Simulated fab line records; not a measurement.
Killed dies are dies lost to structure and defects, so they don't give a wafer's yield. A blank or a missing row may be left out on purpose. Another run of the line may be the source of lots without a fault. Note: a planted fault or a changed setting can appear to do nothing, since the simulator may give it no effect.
Which tool was responsible? / flow n5-finfet / 72 wafers sampled from 24 lots at 1 step of a route of 1938

## WHAT EACH GAUGE READ, for each wafer
N5_BEOL_M4_CD_MEAS_28: target cd 26.2 nm, target cd y 24.1 nm. Usual: cd-nm 26.31 nm, standard deviation 0.23.
lot=L075; measured=day 7 11:17; on=cd-sem-02; cd-nm (nm)=25.84 26.21 26.12; flag=
lot=L074; measured=day 7 11:51; on=cd-sem-01; cd-nm (nm)=26.08 26.16 25.96; flag=
lot=L076; measured=day 7 19:31; on=cd-sem-01; cd-nm (nm)=26.73 26.53 26.32; flag=
lot=L077; measured=day 8 11:04; on=cd-sem-03; cd-nm (nm)=26.43 26.40 26.23; flag=
lot=L078; measured=day 8 12:11; on=cd-sem-01; cd-nm (nm)=26.20 26.34 26.30; flag=
lot=L079; measured=day 8 16:47; on=cd-sem-02; cd-nm (nm)=26.46 26.08 26.38; flag=
lot=L080; measured=day 9 00:41; on=cd-sem-03; cd-nm (nm)=26.50 26.00 26.25; flag=
lot=L081; measured=day 9 15:30; on=cd-sem-03; cd-nm (nm)=25.96 26.41 26.38; flag=
lot=L082; measured=day 9 15:37; on=cd-sem-02; cd-nm (nm)=26.56 25.76 26.07; flag=
lot=L083; measured=day 9 18:11; on=cd-sem-03; cd-nm (nm)=26.32 26.68 26.07; flag=
lot=L084; measured=day 9 21:32; on=cd-sem-03; cd-nm (nm)=26.55 26.00 26.49; flag=
lot=L086; measured=day 10 07:44; on=cd-sem-02; cd-nm (nm)=26.33 26.63 26.70; flag=
lot=L087; measured=day 10 16:31; on=cd-sem-03; cd-nm (nm)=26.38 26.31 26.51; flag=
lot=L085; measured=day 10 20:07; on=cd-sem-01; cd-nm (nm)=26.02 26.38 26.53; flag=
lot=L088; measured=day 10 21:32; on=cd-sem-02; cd-nm (nm)=26.63 26.32 26.30; flag=
lot=L089; measured=day 11 09:01; on=cd-sem-02; cd-nm (nm)=25.96 26.82 26.03; flag=
lot=L090; measured=day 11 09:51; on=cd-sem-01; cd-nm (nm)=26.24 26.48 26.25; flag=
lot=L091; measured=day 11 18:10; on=cd-sem-02; cd-nm (nm)=26.43 26.19 26.36; flag=
lot=L093; measured=day 12 08:50; on=cd-sem-02; cd-nm (nm)=26.08 25.90 26.23; flag=
lot=L094; measured=day 12 20:00; on=cd-sem-03; cd-nm (nm)=26.29 26.72 26.44; flag=
lot=L092; measured=day 12 21:04; on=cd-sem-01; cd-nm (nm)=26.45 26.47 26.09; flag=
lot=L095; measured=day 13 04:55; on=cd-sem-01; cd-nm (nm)=26.50 26.03 26.54; flag=
lot=L096; measured=day 13 17:53; on=cd-sem-01; cd-nm (nm)=25.84 26.14 26.16; flag=
lot=L097; measured=day 14 01:41; on=cd-sem-01; cd-nm (nm)=26.56 26.52 26.42; flag=

## WHAT TOOL EACH LOT RAN ON (gives the tool, then ch and the chambers of the sampled wafers, and finally the start)
The record shows no process step preceding these readings.

## WHAT THE TOOLS THEMSELVES READ (means of the sampled wafers that have a number; where no wafer has one, the mark that the record gives instead)
The record holds no such reading with a usual standard deviation.

## THE ANSWER, worked out from the rows above alone
Rule: take the mean of a lot's wafers that have a number; if it is more than 3 standard deviations from the usual mean, the lot is off. A lot without any number at a reading at which 4 lots or more have one is off too. Any other lot the step has rows for is counted as sound. After the gauges, taken in route order, come the tools' own readings; for these a lot's mean is taken, as printed above. The first step at which some lot is off is used, and at that step the reading that is off furthest; a lot without a number counts as furthest.
No lot is off at any reading shown: from this, nothing can be told.

## WHAT WAS PUT IN BY THE SIMULATOR
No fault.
